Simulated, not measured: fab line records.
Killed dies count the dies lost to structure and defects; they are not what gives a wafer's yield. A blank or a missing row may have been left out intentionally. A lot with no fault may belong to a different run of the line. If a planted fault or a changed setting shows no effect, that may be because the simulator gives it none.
Chamber matching + flow n5 finfet + N5_HKMG_FIN_STRIP_90 on rie diel-01: 4 sister chambers
The step strips SOC in N2/H2, time 20 s. 4 wafers are shown with their chamber, then 7 later ones without.

== WAFERS PAIRED WITH THEIR CHAMBERS ==
| wafer  | chamber | drypump motor current A (A) |
|--------|---------|-----------------------------|
| L075.4 | 3       | 5.7                         |
| L086.1 | 2       | 5.6                         |
| L090.1 | 0       | 6.0                         |
| L090.4 | 1       | 6.0                         |

== WAFERS WHOSE CHAMBER IS MISSING ==
| wafer  | drypump motor current A (A) |
|--------|-----------------------------|
| L090.5 | 6.0                         |
| L092.1 | 5.8                         |
| L092.4 | 6.0                         |
| L092.6 | 5.7                         |
| L094.3 | 5.6                         |
| L094.4 | 5.7                         |
| L094.6 | 6.0                         |

== THE CHAMBER EACH PASSED THROUGH ==
| wafer  | from the rows above     | in truth |
|--------|-------------------------|----------|
| L090.5 | can't be placed: 0 or 1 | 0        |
| L092.1 | 3                       | 3        |
| L092.4 | can't be placed: 0 or 1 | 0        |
| L092.6 | 3                       | 3        |
| L094.3 | 2                       | 2        |
| L094.4 | 3                       | 3        |
| L094.6 | can't be placed: 0 or 1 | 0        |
4 of 7 placed correctly. Cannot be placed on the basis of these rows: 3; the candidates contain the true chamber in 3. Number placed wrongly: 0.
How it was worked out, from the rows above alone: a wafer's distance from a chamber is the root of the sum, over the readings, of the square of ((its reading less the chamber's mean) divided by the reading's scatter). If the next closest chamber is less than 2 further off than the closest, the wafer can't be placed; otherwise it belongs to the closest. Each chamber's mean is taken over the wafers shown for it. The scatter: with one shown wafer a chamber, the root of the mean of the squares of how far each hidden wafer lies from its nearest shown one.
